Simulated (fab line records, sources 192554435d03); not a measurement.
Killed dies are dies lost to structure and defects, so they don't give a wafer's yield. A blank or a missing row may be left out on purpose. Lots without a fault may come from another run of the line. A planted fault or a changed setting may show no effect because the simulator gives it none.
fab line records | flow n5_finfet
record lots=5 wafers=15 last_day=19
route steps=1938 shown BEOL_M10@1516 BEOL_M11@1536
lots that met no fault: from a run of the same line without faults
start_h: hours from the record's first day to the start of the lot's first wafer shown | wait_h: hours since the lot's step before | " the same as in the row above | L1.1+2: a row that stands for several wafers | - no value, or no start given | * or withheld: withheld | < > ~ a bound
route shown NAME@n: a module of which the file shows steps, and the number in the route of the first | usual: mean/standard deviation of fault-free wafers | same: alike in all rows | chamber/n: place in a boat | sites: the reading at each site | _std_site: their standard deviation | _edge_site: outer sites' mean less inner sites' | radius_mm: how far each site lies from the wafer's centre | mask NAME#n: copy n | behind: the tool/chamber that last shaped the wafer | hold: why the lot was held/for how many hours/how that ended | device: the transistor (n, p or np) that didn't switch | end of line: the same wafers' tests at the end of the route | a step without rows: its recipe alone | killed: dies lost to structure and defects at the first sort, not the wafer's yield | map: a wafer's dies, x killed, . not, _ none there
set.NAME: the setting as run; set.NAME@STEP: as run at that earlier step | model.NAME: the simulator's own value behind a step, which no gauge read
lots at some steps of the route; a table a step, a row a wafer
services: from which hour (start_h, from the record's first day; less than 0 if before it) a tool's chamber was out of use, for how many hours, and why
## steps
# step N5_BEOL_M10_HM_STRIP_39
# recipe chemistry=peroxide_tin_strip material=TiN target_depth_a=250 temp_c=50 time_s=158
# columns lot.wafer tool chamber start_h wait_h
L074.1+4+6 wet_bench-02 1,6,0 254.09 0.0
L075.1+2+4 wet_bench-05 0,4,7 270.34 0.0
L085.3+5+6 wet_bench-02 4,6,5 329.94 0.0
L087.3+5+6 wet_bench-04 7,0,1 344.72 0.0
L094.1+2+3 wet_bench-04 4,0,5 392.11 0.0
# step N5_BEOL_M10_SRD_40
# recipe time_s=30 temp_c=23 rinse_liquid=diw dry=ipa_marangoni
# columns lot.wafer tool chamber start_h wait_h
L074.1+4+6 wet_bench-02 1,6,0 254.13 0.0
L075.1+2+4 wet_bench-05 0,4,7 270.39 0.0
L085.3+5+6 wet_bench-02 4,6,5 329.99 0.0
L087.3+5+6 wet_bench-04 7,0,1 344.77 0.0
L094.1+2+3 wet_bench-04 4,0,5 392.16 0.0
# step N5_BEOL_M10_PRECLEAN_42
# recipe chemistry=residue_remover time_s=60 temp_c=40
# columns lot.wafer tool chamber start_h wait_h
L074.1+4+6 wet_bench-02 1,6,0 254.15 0.0
L075.1+2+4 wet_bench-05 0,4,7 270.41 0.0
L085.3+5+6 wet_bench-02 4,6,5 330.00 0.0
L087.3+5+6 wet_bench-04 7,0,1 344.79 0.0
L094.1+2+3 wet_bench-04 4,0,5 392.17 0.0
# step N5_BEOL_M10_SRD_43
# recipe time_s=30 temp_c=23 rinse_liquid=diw dry=ipa_marangoni
# columns lot.wafer tool chamber start_h wait_h
L074.1+4+6 wet_bench-02 1,6,0 254.17 0.0
L075.1+2+4 wet_bench-05 0,4,7 270.42 0.0
L085.3+5+6 wet_bench-02 4,6,5 330.02 0.0
L087.3+5+6 wet_bench-04 7,0,1 344.81 0.0
L094.1+2+3 wet_bench-04 4,0,5 392.19 0.0
# step N5_BEOL_M10_CD_MEAS_35
# recipe target_cd_nm=70 polarity=opening
# usual cd_nm=69.8/0.68
# columns lot.wafer tool chamber start_h wait_h cd_nm
L074.1 cd_sem-02 - 254.21 0.0 69.7
L074.4 " - " " 67.9
L074.6 " - " " 68.5
L075.1 cd_sem-01 - 270.46 0.0 70.2
L075.2 " - " " 69.6
L075.4 " - " " 69.0
L085.3 cd_sem-02 - 330.06 0.0 69.6
L085.5 " - " " 70.9
L085.6 " - " " 69.4
L087.3 cd_sem-02 - 344.87 0.0 70.2
L087.5 " - " " 69.8
L087.6 " - " " 70.2
L094.1 cd_sem-03 - 392.24 0.0 70.4
L094.2 " - " " 70.9
L094.3 " - " " 69.5
# step N5_BEOL_M10_CURE_72
# recipe temp_c=370 time_s=120 ambient=DMADMS/He material=SiCOH_lowk
# usual lamp_power_pct=52.31/0.053 wafer_temp_C_max=371.6/0.58
# columns lot.wafer tool chamber start_h wait_h lamp_power_pct wafer_temp_C_max
L074.1 uv_cure-03 1 254.25 0.0 52.23 370.9
L074.4 " 1 " " 52.35 371.7
L074.6 " 1 " " 52.33 371.7
L075.1 uv_cure-02 2 270.50 0.0 52.36 370.7
L075.2 " 2 " " 52.29 371.1
L075.4 " 2 " " 52.30 370.9
L085.3 uv_cure-02 2 330.20 0.1 52.23 370.8
L085.5 " 2 " " 52.33 371.2
L085.6 " 2 " " 52.30 371.7
L087.3 uv_cure-02 1 345.01 0.1 52.35 370.9
L087.5 " 1 " " 52.14 371.5
L087.6 " 1 " " 52.27 371.1
L094.1 uv_cure-03 1 392.28 0.0 52.28 371.7
L094.2 " 1 " " 52.33 372.2
L094.3 " 1 " " 52.26 371.6
# step N5_BEOL_M10_DEGAS_44
# recipe ambient=vacuum temp_c=250 time_s=60
# usual heater_power_w=328/22
# columns lot.wafer tool chamber start_h wait_h heater_power_w
L074.1 pvd_sputter-03 - 254.69 0.4 315
L074.4 " - " " 356
L074.6 " - " " 342
L075.1 pvd_sputter-03 - 270.82 0.3 357
L075.2 " - " " 319
L075.4 " - " " 321
L085.3 pvd_sputter-01 - 330.77 0.5 368
L085.5 " - " " 361
L085.6 " - " " 340
L087.3 pvd_sputter-03 - 345.40 0.3 308
L087.5 " - " " 330
L087.6 " - " " 325
L094.1 pvd_sputter-01 - 393.09 0.7 339
L094.2 " - " " 358
L094.3 " - " " 337
# step N5_BEOL_M10_PRE_CLEAN_45
# recipe gas=H2/He time_s=30 temp_c=250
# usual heater_power_w=328/22
# columns lot.wafer tool chamber start_h wait_h heater_power_w
L074.1 pvd_sputter-03 - 254.73 0.0 314
L074.4 " - " " 359
L074.6 " - " " 330
L075.1 pvd_sputter-03 - 270.86 0.0 354
L075.2 " - " " 307
L075.4 " - " " 321
L085.3 pvd_sputter-01 - 330.81 0.0 368
L085.5 " - " " 368
L085.6 " - " " 345
L087.3 pvd_sputter-03 - 345.44 0.0 311
L087.5 " - " " 347
L087.6 " - " " 328
L094.1 pvd_sputter-01 - 393.13 0.0 341
L094.2 " - " " 370
L094.3 " - " " 338
# step N5_BEOL_M10_ALD_74
# recipe material=TaN target_thk_a=20 temp_c=275 ald_precursor_family=PDMAT ald_co_reactant=NH3 pressure_torr=3 carrier_flow_sccm=1500 pulse_time_s=2 purge_time_s=3 co_reactant_purge_time_s=2 co_reactant_pulse_time_s=3 ald_cycles=40 precursor_vessel_temp_c=75 precursor_vessel_pressure_torr=26.25 precursor_vessel_carrier_sccm=1000
# usual heater_power_outer_w=231/23 heater_power_w=421/39
# same purge_time_s=3
# columns lot.wafer tool chamber start_h wait_h heater_power_outer_w heater_power_w
L074.1 ald_metal-04 1 254.81 0.1 260 478
L074.4 " 0 " " 204 357
L074.6 " 0 " " 207 348
L075.1 ald_metal-04 2 270.93 0.0 240 431
L075.2 " 3 " " 224 410
L075.4 " 0 " " 207 364
L085.3 ald_metal-01 2 331.10 0.3 207 419
L085.5 " 1 " " 283 457
L085.6 " 2 " " 200 410
L087.3 ald_metal-01 0 345.52 0.1 238 427
L087.5 " 2 " " 202 413
L087.6 " 3 " " 199 384
L094.1 ald_metal-04 0 393.19 0.0 204 349
L094.2 " 2 " " 231 430
L094.3 " 3 " " 229 412
# step N5_BEOL_M10_SURFACE_TREAT_76
# recipe gas=Ar time_s=* ion_energy_ev=* ion_current_ma_cm2=0.5 pressure_mtorr=* ar_flow_sccm=30
# usual throttle_valve_pct=*
# columns lot.wafer tool chamber start_h wait_h throttle_valve_pct
L074.1 pvd_sputter-01 - 255.17 0.2 *
L074.4 " - " " *
L074.6 " - " " *
L075.1 pvd_sputter-02 - 271.36 0.3 *
L075.2 " - " " *
L075.4 " - " " *
L085.3 pvd_sputter-01 - 331.45 0.2 *
L085.5 " - " " *
L085.6 " - " " *
L087.3 pvd_sputter-01 - 345.90 0.2 *
L087.5 " - " " *
L087.6 " - " " *
L094.1 pvd_sputter-03 - 393.63 0.3 *
L094.2 " - " " *
L094.3 " - " " *
# step N5_BEOL_M10_CVD_75
# recipe material=Co target_thk_a=20 temp_c=withheld precursor=CCTBA/H2 pressure_torr=30 time_s=138.9
# columns lot.wafer tool chamber start_h wait_h
L074.1+4+6 cvd_co-01 2,2,0 255.25 0.1
L075.1+2+4 cvd_co-01 0,1,2 271.56 0.2
L085.3+5+6 cvd_co-02 0,1,0 331.67 0.2
L087.3+5+6 cvd_co-02 0,2,0 346.05 0.1
L094.1+2+3 cvd_co-01 0,2,1 393.92 0.3
# step N5_BEOL_M10_SPUTTER_48
# recipe material=Cu target_thk_a=120 temp_c=-20 bias_v=60 power_w=26000 chamber_pressure_pa=0.13 time_s=2
# usual throttle_valve_pct=29.6/0.87
# columns lot.wafer tool chamber start_h wait_h throttle_valve_pct
L074.1 pvd_sputter-03 - 255.49 0.2 31.3
L074.4 " - " " 28.5
L074.6 " - " " 28.4
L075.1 pvd_sputter-03 - 271.68 0.1 29.8
L075.2 " - " " 29.2
L075.4 " - " " 31.4
L085.3 pvd_sputter-01 - 331.95 0.2 28.6
L085.5 " - " " 30.7
L085.6 " - " " 28.8
L087.3 pvd_sputter-02 - 346.18 0.1 29.3
L087.5 " - " " 29.4
L087.6 " - " " 29.0
L094.1 pvd_sputter-03 - 394.21 0.2 29.7
L094.2 " - " " 31.1
L094.3 " - " " 29.2
# step N5_BEOL_M10_ECD_50
# recipe material=Cu target_thk_a=3180
# columns lot.wafer tool chamber start_h wait_h
L074.1+4+6 ecd_cu-01 0 255.61 0.1
L075.1+2+4 ecd_cu-01 0,1,0 271.80 0.1
L085.3+5+6 ecd_cu-01 1,0,1 332.09 0.1
L087.3+5+6 ecd_cu-02 0,1,0 346.33 0.1
L094.1+2+3 ecd_cu-01 1,0,0 394.33 0.1
# step N5_BEOL_M10_ANNEAL_51
# recipe temp_c=225 time_s=90 ambient=N2
# usual wafer_temp_C_max=225.83/0.29
# columns lot.wafer tool chamber start_h wait_h wafer_temp_C_max
L074.1 rtp_anneal-02 0 255.97 0.3 225.98
L074.4 " 0 " " 225.79
L074.6 " 0 " " 225.77
L075.1 rtp_anneal-01 0 271.93 0.1 225.54
L075.2 " 0 " " 225.37
L075.4 " 0 " " 225.57
L085.3 rtp_anneal-01 0 332.27 0.1 225.77
L085.5 " 0 " " 225.55
L085.6 " 0 " " 225.67
L087.3 rtp_anneal-01 0 346.63 0.3 225.63
L087.5 " 0 " " 225.84
L087.6 " 0 " " 225.42
L094.1 rtp_anneal-02 0 394.60 0.2 226.11
L094.2 " 0 " " 225.93
L094.3 " 0 " " 226.10
# step N5_BEOL_M10_CMP_52
# recipe stop_on=SiCOH_lowk t_overpolish_s=7 down_force_psi=1 platen_rpm=50 clearing_platen_down_force_psi=1.5 clearing_platen_rpm=50 post_cmp_clean=cu_alkaline target_thk_nm=140 clearing_platen_pad_velocity_m_s=0.99484 pad_velocity_m_s=0.99484
# usual barrier_field_endpoint_s=28.6/0.88 motor_current_A=6.2/0.73 overpolish_run_s=6.999/0.0093 retaining_ring_pressure_frac=1.000/0.0048 time_to_endpoint_s=65/3.9
# same t_overpolish_s=7
# columns lot.wafer tool chamber start_h wait_h barrier_field_endpoint_s motor_current_A overpolish_run_s retaining_ring_pressure_frac time_to_endpoint_s
L074.4 cmp-01 3 256.34 0.2 29.9 5.6 6.998 0.993 68
L074.1 " 0 " " 27.9 6.9 6.989 0.994 63
L074.6 " 2 " " 28.6 6.2 7.015 1.000 64
L075.1 cmp-03 0 272.27 0.3 29.3 6.5 6.980 1.003 63
L075.4 " 1 " " 29.9 6.5 6.984 1.002 71
L075.2 " 2 " " 28.2 6.4 7.006 0.998 66
L085.3 cmp-02 3 332.47 0.2 27.3 5.9 7.008 0.999 59
L085.6 " 3 " " 27.2 6.2 7.003 1.002 58
L085.5 " 0 " " 29.2 7.7 6.995 0.999 65
L087.3 cmp-02 1 346.91 0.2 29.0 5.5 7.002 0.999 67
L087.6 " 3 " " 29.0 6.1 6.997 1.000 57
L087.5 " 0 " " 29.0 7.9 6.989 0.994 64
L094.2 cmp-01 1 394.90 0.2 27.3 5.5 6.990 0.998 60
L094.1 " 2 " " 27.6 5.9 7.002 1.009 63
L094.3 " 3 " " 28.6 5.6 7.007 1.000 70
# step N5_BEOL_M10_THK_MEAS_53
# recipe thk_meas_gauge=xrf reads=Cu_of_BEOL_M10_ECD_50
# usual M10_THK=140/3.5
# columns lot.wafer tool chamber start_h wait_h M10_THK[nm]
L074.1 film_metro-01 - 256.56 - 137
L074.4 " - " " 144
L074.6 " - " " 138
L075.1 film_metro-01 - 272.52 - 136
L075.2 " - " " 144
L075.4 " - " " 147
L085.3 film_metro-02 - 332.77 - 139
L085.5 " - " " 141
L085.6 " - " " 136
L087.3 film_metro-01 - 347.13 - 142
L087.5 " - " " 143
L087.6 " - " " 145
L094.1 film_metro-02 - 395.20 - 141
L094.2 " - " " 133
L094.3 " - " " 135
# step N5_BEOL_M10_PRE_CLEAN_55
# recipe gas=NH3 time_s=15 temp_c=withheld rf_power_w=300
# columns lot.wafer tool chamber start_h wait_h
L074.1+4+6 pecvd-01 1,1,2 256.60 0.0
L075.1+2+4 pecvd-01 0,2,0 272.56 0.0
L085.3+5+6 pecvd-01 0,0,2 332.80 0.0
L087.3+5+6 pecvd-04 2,0,2 347.16 0.0
L094.1+2+3 pecvd-01 2,0,1 395.23 0.0
# step N5_BEOL_M10_DEP_56
# recipe material=SiCN target_thk_a=150 temp_c=withheld precursor=3MS/NH3 pressure_torr=3 rf_w=202 time_s=26.5
# usual showerhead_plenum_p_Torr=3.666/0.014 throttle_valve_pct=9.4/0.73
# columns lot.wafer tool chamber start_h wait_h showerhead_plenum_p_Torr throttle_valve_pct
L074.1 pecvd-01 1 256.63 0.0 3.660 9.3
L074.4 " 1 " " 3.659 9.2
L074.6 " 2 " " 3.665 9.0
L075.1 pecvd-01 0 272.58 0.0 3.667 9.4
L075.2 " 2 " " 3.657 8.7
L075.4 " 0 " " 3.658 9.5
L085.3 pecvd-01 0 332.83 0.0 3.671 9.5
L085.5 " 0 " " 3.676 9.3
L085.6 " 2 " " 3.676 8.9
L087.3 pecvd-04 2 347.19 0.0 3.633 8.9
L087.5 " 0 " " 3.704 9.2
L087.6 " 2 " " 3.637 9.1
L094.1 pecvd-01 2 395.26 0.0 3.659 8.6
L094.2 " 0 " " 3.669 9.6
L094.3 " 1 " " 3.661 8.9
# step N5_BEOL_M10_RS_MEAS_57
# recipe thk_meas_gauge=four-point-probe reads=Cu_of_BEOL_M10_ECD_50+Co_of_BEOL_M10_CVD_75+TaN_of_BEOL_M10_ALD_74
# usual M10_RS=0.150/0.0042
# columns lot.wafer tool chamber start_h wait_h M10_RS[ohm/sq]
L074.1 film_metro-02 - 256.70 0.1 0.155
L074.4 " - " " 0.146
L074.6 " - " " 0.155
L075.1 film_metro-02 - 272.66 0.1 0.154
L075.2 " - " " 0.145
L075.4 " - " " 0.141
L085.3 film_metro-02 - 332.90 0.1 0.150
L085.5 " - " " 0.147
L085.6 " - " " 0.154
L087.3 film_metro-01 - 347.26 0.1 0.148
L087.5 " - " " 0.147
L087.6 " - " " 0.144
L094.1 film_metro-01 - 395.33 0.1 0.146
L094.2 " - " " 0.157
L094.3 " - " " 0.154
# step N5_BEOL_M10_INSPECT_58
# recipe inspect_instrument=darkfield mode=post_dep
# usual raw_defect_count=70/23
# columns lot.wafer tool chamber start_h wait_h raw_defect_count
L074.1 defect_inspect-01 - 256.72 0.0 62
L074.4 " - " " 58
L074.6 " - " " 103
L075.1 defect_inspect-01 - 272.68 0.0 85
L075.2 " - " " 101
L075.4 " - " " 151
L085.3 defect_inspect-01 - 332.93 0.0 62
L085.5 " - " " 90
L085.6 " - " " 65
L087.3 defect_inspect-02 - 347.29 0.0 61
L087.5 " - " " 58
L087.6 " - " " 87
L094.1 defect_inspect-01 - 395.36 0.0 52
L094.2 " - " " 44
L094.3 " - " " 58
# step N5_BEOL_M11_ILD_DEP_00
# recipe material=SiCOH_lowk target_thk_a=3085.1 temp_c=300 precursor=DEMS/porogen pressure_torr=5 rf_w=500 time_s=58
# usual heater_power_outer_w=146/33 heater_power_w=309/48 showerhead_plenum_p_Torr=5.740/0.019 throttle_valve_pct=14.4/1.2
# columns lot.wafer tool chamber start_h wait_h heater_power_outer_w heater_power_w showerhead_plenum_p_Torr throttle_valve_pct
L074.1 pecvd-04 1 256.76 0.0 103 283 5.730 17.2
L074.4 " 0 " " 118 262 5.766 14.0
L074.6 " 2 " " 195 375 5.704 13.3
L075.1 pecvd-01 0 272.72 0.0 181 329 5.742 14.5
L075.2 " 2 " " 112 308 5.758 13.3
L075.4 " 0 " " 180 309 5.743 14.8
L085.3 pecvd-04 0 332.97 0.0 141 299 5.759 14.2
L085.5 " 1 " " 113 292 5.731 17.1
L085.6 " 0 " " 156 305 5.752 14.2
L087.3 pecvd-04 0 347.33 0.0 154 312 5.773 14.0
L087.5 " 0 " " 164 318 5.772 14.2
L087.6 " 2 " " 185 359 5.719 13.4
L094.1 pecvd-01 0 395.39 0.0 159 291 5.724 14.7
L094.2 " 1 " " 87 212 5.741 14.2
L094.3 " 2 " " 163 365 5.736 13.4
# step N5_BEOL_M11_CURE_71
# recipe temp_c=385 time_s=240 ambient=He/Ar material=SiCOH_lowk
# usual lamp_power_pct=52.31/0.059 wafer_temp_C_max=386.4/0.58
# columns lot.wafer tool chamber start_h wait_h lamp_power_pct wafer_temp_C_max
L074.1 uv_cure-03 2 256.84 0.0 52.34 386.3
L074.4 " 2 " " 52.29 386.0
L074.6 " 2 " " 52.42 386.4
L075.1 uv_cure-02 2 272.80 0.0 52.35 386.7
L075.2 " 2 " " 52.21 386.4
L075.4 " 2 " " 52.28 386.6
L085.3 uv_cure-02 1 333.20 0.2 52.20 386.3
L085.5 " 1 " " 52.26 386.0
L085.6 " 1 " " 52.32 385.5
L087.3 uv_cure-01 2 347.72 0.4 52.48 386.6
L087.5 " 2 " " 52.27 386.6
L087.6 " 2 " " 52.20 386.2
L094.1 uv_cure-03 0 395.47 0.0 52.27 386.1
L094.2 " 0 " " 52.32 385.5
L094.3 " 0 " " 52.31 386.0
# step N5_BEOL_M11_THK_MEAS_01
# recipe reads=SiCOH_lowk_of_BEOL_M11_ILD_DEP_00
# usual M11_ILD_THK=268/4
# columns lot.wafer tool chamber start_h wait_h M11_ILD_THK[nm]
L074.1 film_metro-02 - 257.35 0.4 265
L074.4 " - " " 275
L074.6 " - " " 271
L075.1 film_metro-01 - 273.31 0.4 262
L075.2 " - " " 269
L075.4 " - " " 267
L085.3 film_metro-02 - 333.56 0.3 269
L085.5 " - " " 273
L085.6 " - " " 274
L087.3 film_metro-01 - 348.40 0.5 266
L087.5 " - " " 272
L087.6 " - " " 270
L094.1 film_metro-02 - 396.46 0.8 264
L094.2 " - " " 262
L094.3 " - " " 267
# step N5_BEOL_M11_PECVD_70
# recipe material=SiO2 target_thk_a=200 temp_c=400 precursor=TEOS/O2 pressure_torr=5.5 rf_w=450 teos_flow_sccm=53.8 gas=O2 flow_sccm=3000 time_s=22.7
# usual heater_power_outer_w=446/67 heater_power_w=746/97 showerhead_plenum_p_Torr=8.79/0.082 throttle_valve_pct=23.0/1.9
# columns lot.wafer tool chamber start_h wait_h heater_power_outer_w heater_power_w showerhead_plenum_p_Torr throttle_valve_pct
L074.1 pecvd-01 1 257.39 0.0 329 576 8.78 22.9
L074.4 " 2 " " 453 800 8.77 21.3
L074.6 " 1 " " 334 580 8.79 22.7
L075.1 pecvd-04 2 273.38 0.1 501 807 8.65 21.8
L075.2 " 1 " " 445 750 8.78 27.5
L075.4 " 0 " " 433 734 8.91 23.1
L085.3 pecvd-04 0 333.61 0.1 399 653 8.91 23.2
L085.5 " 1 " " 339 647 8.78 27.6
L085.6 " 0 " " 390 659 8.90 23.3
L087.3 pecvd-04 1 348.43 0.0 350 650 8.80 27.6
L087.5 " 0 " " 407 673 8.92 23.1
L087.6 " 1 " " 356 653 8.80 27.5
L094.1 pecvd-04 2 396.50 0.0 496 796 8.63 22.1
L094.2 " 0 " " 438 723 8.91 23.0
L094.3 " 2 " " 494 779 8.65 22.3
# step N5_BEOL_M11_HM_DEP_02
# recipe material=TiN target_thk_a=200 temp_c=25 chamber_pressure_pa=0.49996
# usual throttle_valve_pct=29.7/0.93
# columns lot.wafer tool chamber start_h wait_h throttle_valve_pct
L074.1 pvd_sputter-03 - 257.89 0.5 29.7
L074.4 " - " " 31.3
L074.6 " - " " 31.3
L075.1 pvd_sputter-01 - 274.19 0.8 30.5
L075.2 " - " " 29.0
L075.4 " - " " 28.4
L085.3 pvd_sputter-02 - 334.86 1.2 29.2
L085.5 " - " " 28.8
L085.6 " - " " 30.2
L087.3 pvd_sputter-01 - 348.96 0.5 28.9
L087.5 " - " " 30.6
L087.6 " - " " 30.6
L094.1 pvd_sputter-03 - 400.95 4.4 28.6
L094.2 " - " " 31.3
L094.3 " - " " 29.9
# step N5_BEOL_M11_COAT_59
# recipe resist=SOC temp_c=250 time_s=60 spin_rpm=1500 resist_thk_nm=100
# columns lot.wafer tool chamber start_h wait_h
L074.1+4+6 litho_track-04 0 258.02 0.1
L075.1+2+4 litho_track-01 0 274.32 0.1
L085.3+5+6 litho_track-02 0 334.99 0.1
L087.3+5+6 litho_track-04 0 349.10 0.1
L094.1+2+3 litho_track-01 0 401.08 0.1
# step N5_BEOL_M11_COAT_60
# recipe resist=SiARC temp_c=220 time_s=60 spin_rpm=1500 resist_thk_nm=30
# columns lot.wafer tool chamber start_h wait_h
L074.1+4+6 litho_track-04 0 - -
L075.1+2+4 litho_track-01 0 - -
L085.3+5+6 litho_track-02 0 - -
L087.3+5+6 litho_track-04 0 - -
L094.1+2+3 litho_track-01 0 - -
# step N5_BEOL_M11_COAT_05
# recipe resist=CAR-ArF spin_rpm=1500 resist_thk_nm=90
# columns lot.wafer tool chamber start_h wait_h
L074.1+4+6 litho_track-04 0 - -
L075.1+2+4 litho_track-01 0 - -
L085.3+5+6 litho_track-02 0 - -
L087.3+5+6 litho_track-04 0 - -
L094.1+2+3 litho_track-01 0 - -
# step N5_BEOL_M11_EBR_07
# recipe solvent=PGMEA ebr_width_mm=1.5
# columns lot.wafer tool chamber start_h wait_h
L074.1+4+6 litho_track-04 0 - -
L075.1+2+4 litho_track-01 0 - -
L085.3+5+6 litho_track-02 0 - -
L087.3+5+6 litho_track-04 0 - -
L094.1+2+3 litho_track-01 0 - -
# step N5_BEOL_M11_SOFTBAKE_06
# recipe temp_c=110 time_s=60 resist=CAR-ArF
# columns lot.wafer tool chamber start_h wait_h
L074.1+4+6 litho_track-04 0 - -
L075.1+2+4 litho_track-01 0 - -
L085.3+5+6 litho_track-02 0 - -
L087.3+5+6 litho_track-04 0 - -
L094.1+2+3 litho_track-01 0 - -
# step N5_BEOL_M11_EXPOSE_08
# recipe mask_id=M11 na=1.35 source_shape=dipole sigma_inner=0.411 sigma_outer=0.611 polarization=te dose_mj=53.75
# usual stage_vel_mm_s=499.98/0.25
# same sigma_outer=0.611
# columns lot.wafer tool chamber start_h wait_h mask stage_vel_mm_s
L074.1 arfi_scanner-02 0 258.14 - M11#0 499.85
L074.4 " 0 " " M11#0 499.59
L074.6 " 0 " " M11#0 500.24
L075.1 arfi_scanner-03 0 274.43 - M11#0 499.54
L075.2 " 0 " " M11#0 499.88
L075.4 " 0 " " M11#0 499.67
L085.3 arfi_scanner-01 0 335.24 - M11#0 500.01
L085.5 " 0 " " M11#0 500.29
L085.6 " 0 " " M11#0 500.52
L087.3 arfi_scanner-01 0 349.36 - M11#0 499.68
L087.5 " 0 " " M11#0 499.83
L087.6 " 0 " " M11#0 499.75
L094.1 arfi_scanner-02 0 401.37 - M11#0 500.39
L094.2 " 0 " " M11#0 500.33
L094.3 " 0 " " M11#0 500.05
# step N5_BEOL_M11_PEB_09
# recipe peb_temp_c=withheld peb_time_s=60 resist=CAR-ArF
# columns lot.wafer tool chamber start_h wait_h
L074.1+4+6 litho_track-04 0 258.19 0.1
L075.1+2+4 litho_track-01 0 274.49 0.1
L085.3+5+6 litho_track-02 0 335.29 0.0
L087.3+5+6 litho_track-04 0 349.41 0.0
L094.1+2+3 litho_track-04 0 401.43 0.1
# step N5_BEOL_M11_DEVELOP_10
# recipe develop_time_s=30 developer=TMAH resist=CAR-ArF rinse_liquid=diw dry=air_spin dev_temp_c=23
# columns lot.wafer tool chamber start_h wait_h
L074.1+4+6 litho_track-04 0 - -
L075.1+2+4 litho_track-01 0 - -
L085.3+5+6 litho_track-02 0 - -
L087.3+5+6 litho_track-04 0 - -
L094.1+2+3 litho_track-04 0 - -
# step N5_BEOL_M11_CD_MEAS_11
# recipe target_cd_nm=64.1 landing_energy_ev=500 detector=se_inlens polarity=opening
# usual cd_nm=63.6/0.61
# columns lot.wafer tool chamber start_h wait_h cd_nm
L074.1 cd_sem-03 0 258.26 - 63.8
L074.4 " 0 " " 63.0
L074.6 " 0 " " 63.4
L075.1 cd_sem-01 0 274.56 - 63.6
L075.2 " 0 " " 63.9
L075.4 " 0 " " 64.1
L085.3 cd_sem-03 0 335.36 - 62.8
L085.5 " 0 " " 63.6
L085.6 " 0 " " 63.3
L087.3 cd_sem-03 0 349.47 - 63.5
L087.5 " 0 " " 63.5
L087.6 " 0 " " 64.3
L094.1 cd_sem-03 0 401.50 - 63.4
L094.2 " 0 " " 63.7
L094.3 " 0 " " 63.9
# step N5_BEOL_M11_OVL_MEAS_12
# recipe points_per_wafer=44
# usual M11_OVL=0.3/0.83
# same points_per_wafer=44
# columns lot.wafer tool chamber start_h wait_h M11_OVL[nm]
L074.1 overlay-01 0 258.29 0.0 0.4
L074.4 " 0 " " 1.0
L074.6 " 0 " " 0.9
L075.1 overlay-01 0 274.59 0.0 0.0
L075.2 " 0 " " 0.2
L075.4 " 0 " " -0.5
L085.3 overlay-01 0 335.39 0.0 0.7
L085.5 " 0 " " 0.2
L085.6 " 0 " " 0.6
L087.3 overlay-02 0 349.50 0.0 -0.8
L087.5 " 0 " " 1.0
L087.6 " 0 " " -1.8
L094.1 overlay-02 0 401.53 0.0 0.3
L094.2 " 0 " " 0.5
L094.3 " 0 " " 0.9
# step N5_BEOL_M11_INSPECT_13
# recipe mode=adi inspect_instrument=brightfield
# usual raw_defect_count=420/93
# columns lot.wafer tool chamber start_h wait_h raw_defect_count
L074.1 defect_inspect-02 - 258.32 0.0 452
L074.4 " - " " 522
L074.6 " - " " 420
L075.1 defect_inspect-02 - 274.61 0.0 359
L075.2 " - " " 502
L075.4 " - " " 471
L085.3 defect_inspect-01 - 335.41 0.0 422
L085.5 " - " " 333
L085.6 " - " " 389
L087.3 defect_inspect-01 - 349.53 0.0 308
L087.5 " - " " 497
L087.6 " - " " 421
L094.1 defect_inspect-01 - 401.55 0.0 382
L094.2 " - " " 358
L094.3 " - " " 518
# step N5_BEOL_M11_DESCUM_16
# recipe chemistry=O2 time_s=7.9 source_power_w=50 bias_power_w=20 pressure_mtorr=20 rf_frequency_hz=2.712e+07 temp_c=40 resist=CAR-ArF o2_flow_sccm=225
# usual drypump_motor_current_A=5.6/0.32 oes_product_au=0.78/0.067 rf_vpp_V=242.9/1.6 showerhead_plenum_p_Torr=2.08/0.079 throttle_valve_pct=20.45/0.18
# columns lot.wafer tool chamber start_h wait_h drypump_motor_current_A oes_product_au rf_hours_counter_h rf_vpp_V showerhead_plenum_p_Torr throttle_valve_pct
L074.1 rie_diel-02 3 258.35 0.0 5.7 0.72 219 241.3 1.95 20.41
L074.4 " 2 " " 5.5 0.72 - 242.5 2.09 20.53
L074.6 " 1 " " 5.4 0.83 - 245.0 2.20 20.17
L075.1 rie_diel-06 2 274.85 0.2 5.9 0.78 130 240.4 1.95 20.63
L075.2 " 0 " " 5.5 0.89 43 242.3 2.08 20.34
L075.4 " 3 " " 5.8 0.69 222 243.5 2.04 20.44
L085.3 rie_diel-02 0 335.44 0.0 5.5 0.78 147 242.4 2.01 20.33
L085.5 " 2 " " 5.5 0.71 - 242.7 2.08 20.54
L085.6 " 3 " " 5.7 0.70 - 240.1 1.94 20.44
L087.3 rie_diel-02 3 349.56 0.0 5.7 0.70 250 239.5 1.94 20.43
L087.5 " 0 " " 5.5 0.77 - 243.6 2.01 20.34
L087.6 " 3 " " 5.6 0.70 - 240.4 1.94 20.44
L094.1 rie_diel-06 2 402.54 1.0 5.8 0.74 160 239.9 1.94 20.66
L094.2 " 0 " " 5.5 0.82 90 240.7 2.06 20.41
L094.3 " 3 " " 5.8 0.96 6 242.7 2.03 20.13
## services
# columns tool chamber start_h hours kind
cmp-02 - 231.63 10.3 pm
cvd_co-02 2 240.71 4.8 repair
ald_metal-01 1 242.96 2.0 repair
wet_bench-05 - 243.11 7.0 repair
cvd_co-01 0 243.52 11.4 repair
rie_diel-02 0 252.10 6.5 repair
cmp-02 - 259.41 4.0 pm
arfi_scanner-02 - 260.54 21.0 pm
cmp-01 - 269.12 8.4 pm
cmp-01 - 278.95 0.5 repair
cvd_co-02 - 285.01 2.8 pm
ald_metal-04 - 293.61 8.7 pm
pecvd-01 - 295.80 14.6 pm
uv_cure-03 - 316.49 1.0 pm
pecvd-01 1 366.46 4.7 repair
uv_cure-03 - 366.47 1.9 repair
cvd_co-01 - 379.83 1.9 repair
ald_metal-04 - 381.53 2.8 pm
pecvd-04 1 382.92 3.5 repair
rie_diel-02 - 383.26 0.5 repair
uv_cure-03 - 388.72 3.4 pm
uv_cure-02 - 389.42 8.5 repair
pvd_sputter-01 - 393.50 73.0 repair
uv_cure-03 - 399.56 0.4 repair
## key
fault none
